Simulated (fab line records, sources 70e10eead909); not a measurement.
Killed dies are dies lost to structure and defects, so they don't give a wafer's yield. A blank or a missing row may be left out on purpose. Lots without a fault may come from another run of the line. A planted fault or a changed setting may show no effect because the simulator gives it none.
fab line records | flow nand_harc
record lots=6 wafers=18 last_day=32
route steps=1302 shown A_STAIRCASE@853 END@1302
lots that met no fault: from a run of the same line without faults
start_h: hours from the record's first day to the start of the lot's first wafer shown | wait_h: hours since the lot's step before | " the same as in the row above | L1.1+2: a row that stands for several wafers | - no value, or no start given | * or withheld: withheld | < > ~ a bound
route shown NAME@n: a module of which the file shows steps, and the number in the route of the first | usual: mean/standard deviation of fault-free wafers | same: alike in all rows | chamber/n: place in a boat | sites: the reading at each site | _std_site: their standard deviation | _edge_site: outer sites' mean less inner sites' | radius_mm: how far each site lies from the wafer's centre | mask NAME#n: copy n | behind: the tool/chamber that last shaped the wafer | hold: why the lot was held/for how many hours/how that ended | device: the transistor (n, p or np) that didn't switch | end of line: the same wafers' tests at the end of the route | a step without rows: its recipe alone | killed: dies lost to structure and defects at the first sort, not the wafer's yield | map: a wafer's dies, x killed, . not, _ none there
set.NAME: the setting as run; set.NAME@STEP: as run at that earlier step | model.NAME: the simulator's own value behind a step, which no gauge read
lots at some steps of the route; a table a step, a row a wafer
services: from which hour (start_h, from the record's first day; less than 0 if before it) a tool's chamber was out of use, for how many hours, and why
## steps
# step NHARC_A_STAIRCASE_DEP_322
# recipe target_thk_a=72000 temp_c=400 target_thk_nm=7200 teos_flow_sccm=200 rf_w=500 material=SiO2
# usual heater_power_w=644/76 rf_fwd_power_W=499.8/1.4
# columns lot.wafer tool chamber start_h wait_h heater_power_w rf_fwd_power_W
L724.2 pecvd-02 0 477.53 0.1 588 500.4
L724.3 " 1 " " 675 498.7
L724.5 " 2 " " 612 500.5
L726.1 pecvd-01 2 516.99 0.1 766 499.5
L726.4 " 2 " " 666 500.5
L726.5 " 1 " " 658 500.2
L733.3 pecvd-01 1 579.15 0.2 743 498.8
L733.5 " 1 " " 650 499.7
L733.4 " 2 " " 687 497.7
L736.3 pecvd-03 2 606.00 0.2 583 500.7
L736.5 " 1 " " 574 500.9
L736.4 " 2 " " 530 500.4
L735.2 pecvd-02 2 606.20 0.3 632 499.2
L735.1 " 0 " " 542 496.3
L735.6 " 2 " " 576 500.0
L738.2 pecvd-02 1 614.01 0.1 669 498.3
L738.4 " 1 " " 615 500.3
L738.5 " 2 " " 593 497.4
# step NHARC_A_STAIRCASE_ANNEAL_323
# recipe temp_c=750 time_s=1800
# step NHARC_A_STAIRCASE_DEP_325
# recipe target_thk_a=72000 temp_c=400 target_thk_nm=7200 teos_flow_sccm=200 rf_w=500 material=SiO2
# usual heater_power_w=645/76 rf_fwd_power_W=499.6/1.5
# columns lot.wafer tool chamber start_h wait_h heater_power_w rf_fwd_power_W
L724.3 pecvd-03 2 487.90 0.2 593 498.7
L724.2 " 0 " " 720 500.3
L724.5 " 1 " " 570 500.9
L726.1 pecvd-01 2 529.11 0.2 682 500.4
L726.4 " 1 " " 663 498.6
L726.5 " 0 " " 697 499.8
L733.3 pecvd-02 2 589.36 0.2 718 498.2
L733.4 " 2 " " 619 497.7
L733.5 " 0 " " 522 499.4
L735.2 pecvd-01 0 616.56 0.1 811 497.8
L735.1 " 2 " " 688 501.8
L735.6 " 2 " " 674 502.0
L736.3 pecvd-02 1 616.56 0.1 653 500.1
L736.5 " 1 " " 625 499.9
L736.4 " 0 " " 517 497.7
L738.2 pecvd-02 0 622.49 0.1 573 500.8
L738.5 " 1 " " 627 502.3
L738.4 " 2 " " 583 501.2
# step NHARC_A_STAIRCASE_ANNEAL_326
# recipe temp_c=750 time_s=1800
# step NHARC_A_STAIRCASE_DEHYDRATE_433
# recipe temp_c=150 time_s=120
# step NHARC_A_STAIRCASE_HMDS_434
# recipe time_s=30
# step NHARC_A_STAIRCASE_COAT_435
# recipe spin_rpm=1200
# step NHARC_A_STAIRCASE_SOFTBAKE_436
# recipe temp_c=135 time_s=170
# step NHARC_A_STAIRCASE_EBR_437
# step NHARC_A_STAIRCASE_EXPOSE_438
# recipe na=0.5 dose_mj=28.97 mask_id=STAIR_REV
# usual exposure_dose_mJ_cm2=28.97/0.031
# columns lot.wafer tool chamber start_h wait_h mask exposure_dose_mJ_cm2
L724.2 krf_scanner-04 0 499.82 - STAIR_REV#0 29.02
L724.3 " 0 " " STAIR_REV#0 29.02
L724.5 " 0 " " STAIR_REV#0 28.94
L726.1 krf_scanner-01 0 543.28 - STAIR_REV#0 28.99
L726.4 " 0 " " STAIR_REV#0 29.00
L726.5 " 0 " " STAIR_REV#0 28.99
L733.3 krf_scanner-01 0 599.26 - STAIR_REV#0 19.93
L733.4 " 0 " " STAIR_REV#0 19.97
L733.5 " 0 " " STAIR_REV#0 19.95
L735.1 krf_scanner-01 0 624.92 - STAIR_REV#0 20.00
L735.2 " 0 " " STAIR_REV#0 19.96
L735.6 " 0 " " STAIR_REV#0 19.96
L736.3 krf_scanner-04 0 625.09 - STAIR_REV#0 28.95
L736.4 " 0 " " STAIR_REV#0 28.99
L736.5 " 0 " " STAIR_REV#0 29.00
L738.2 krf_scanner-03 0 630.63 - STAIR_REV#0 29.00
L738.4 " 0 " " STAIR_REV#0 28.98
L738.5 " 0 " " STAIR_REV#0 28.99
# step NHARC_A_STAIRCASE_PEB_439
# recipe peb_temp_c=115 peb_time_s=130
# step NHARC_END_SORT_01
# recipe temp_c=25
# usual killed_at_array=52/18 killed_at_other=0.6/1.1 killed_at_periphery=3.7/2.4 killed_dies=57/19 killed_open=3.1/1.7 killed_short=2.5/1.7
# same gross_dies=677
# columns lot.wafer tool chamber start_h wait_h killed_at_array killed_at_other killed_at_periphery killed_dies killed_open killed_short
L724.2 prober-02 0 637.63 2.7 43 2 2 47 3 0
L724.3 prober-02 0 638.43 3.0 43 0 5 48 4 5
L724.5 prober-02 0 640.02 3.7 59 1 2 62 0 0
L735.1 prober-01 0 763.24 2.5 70 0 5 75 6 4
L735.2 prober-01 0 764.03 2.8 83 0 0 83 1 3
L735.6 prober-01 0 767.23 4.0 78 0 3 81 4 3
# killed by level:class
L724.2 A_CHANNEL_HOLE_D1:chamber_film_flake=18 A_CHANNEL_HOLE_D2:chamber_film_flake=11 A_CONTACT:chamber_film_flake=7 THIN_TSV:chamber_film_flake=2 P_M0:geometric_particle:open=1 A_ONON_D1:geometric_particle:open=1 A_ONON_D2:geometric_particle:open=1 A_WL_FILL:chamber_film_flake=1
L724.3 A_CHANNEL_HOLE_D1:chamber_film_flake=21 A_CHANNEL_HOLE_D2:chamber_film_flake=8 A_CONTACT:chamber_film_flake=6 P_CONTACT:geometric_particle:open=2 A_WL_FILL:geometric_particle:short=2 P_CONTACT:geometric_particle:short=1 A_DECK1_JOINT:geometric_particle:short=1 A_CHANNEL_HOLE_D2:geometric_particle:open=1
L724.5 A_CHANNEL_HOLE_D1:chamber_film_flake=27 A_CHANNEL_HOLE_D2:chamber_film_flake=18 A_CONTACT:chamber_film_flake=8 P_ZERO_WELL:chamber_film_flake=2 A_SLIT:chamber_film_flake=2 A_CHANNEL_FILL_D1:chamber_film_flake=1 A_DECK1_JOINT:chamber_film_flake=1 A_STAIRCASE:chamber_film_flake=1
L735.1 A_SLIT:chamber_film_flake=29 A_CHANNEL_HOLE_D2:chamber_film_flake=15 A_CHANNEL_HOLE_D1:chamber_film_flake=8 A_CONTACT:chamber_film_flake=7 P_CONTACT:geometric_particle:open=2 P_GATE:chamber_film_flake=2 A_M1:chamber_film_flake=2 P_GATE:geometric_particle:open=1
L735.2 A_CHANNEL_HOLE_D2:chamber_film_flake=29 A_SLIT:chamber_film_flake=29 A_CHANNEL_HOLE_D1:chamber_film_flake=7 A_M1:chamber_film_flake=6 A_CONTACT:chamber_film_flake=5 A_STAIRCASE:chamber_film_flake=2 A_ONON_D2:geometric_particle:short=1 A_CHANNEL_FILL_D2:geometric_particle:short=1
L735.6 A_CHANNEL_HOLE_D2:chamber_film_flake=21 A_SLIT:chamber_film_flake=20 A_CHANNEL_HOLE_D1:chamber_film_flake=17 A_CONTACT:chamber_film_flake=8 A_M1:chamber_film_flake=4 A_STAIRCASE:chamber_film_flake=2 P_GATE:geometric_particle:short=1 P_M2:geometric_particle:open=1
## services
# columns tool chamber start_h hours kind
pecvd-02 - 479.93 1.5 repair
krf_scanner-01 - 484.00 4.0 pm
krf_scanner-03 - 492.19 0.2 repair
pecvd-01 - 492.25 13.0 pm
pecvd-01 0 492.25 13.0 vent_cycle
pecvd-01 1 492.25 13.0 vent_cycle
pecvd-01 2 492.25 13.0 vent_cycle
pecvd-01 0 505.25 - clean
pecvd-01 1 505.25 - clean
pecvd-02 2 510.30 6.1 repair
krf_scanner-04 - 526.00 4.0 pm
krf_scanner-03 - 543.11 4.5 repair
pecvd-03 - 547.29 13.0 pm
krf_scanner-01 - 552.33 37.7 repair
krf_scanner-03 - 568.00 4.0 pm
pecvd-01 - 583.72 1.1 repair
pecvd-02 - 589.84 13.0 pm
pecvd-02 0 589.84 13.0 vent_cycle
pecvd-02 1 589.84 13.0 vent_cycle
pecvd-02 2 589.84 13.0 vent_cycle
pecvd-02 0 602.84 - clean
pecvd-02 1 602.84 - clean
pecvd-02 2 602.84 - clean
pecvd-02 - 606.69 1.6 repair
## key
first_sign step=NHARC_A_STAIRCASE_EXPOSE_438 reading=exposure_dose_mJ_cm2 direction=down sigmas=99+ usual=28.97 struck=19.96
effect none on later readings
met_at NHARC_A_STAIRCASE_EXPOSE_438
struck_wafers L733.3,L733.4,L733.5,L735.1,L735.2,L735.6
tester_left_out L733,L735
onset_between 543.28 599.26
fault kind=process_parameter_drift tool=krf_scanner-01 chamber=- onset_h=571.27 steps=NHARC_A_STAIRCASE_EXPOSE_438 channel=dose_mj offset=-9.0006 shape=step acts_in=these_recipes_only stated=28.97
# tester_left_out: of these lots the tester's yield and bins aren't shown, on N5 and GAA mostly nor the transistor test; their killed dies are dies lost to structure and defects alone, not to doping, threshold or leakage, so they don't give the yield
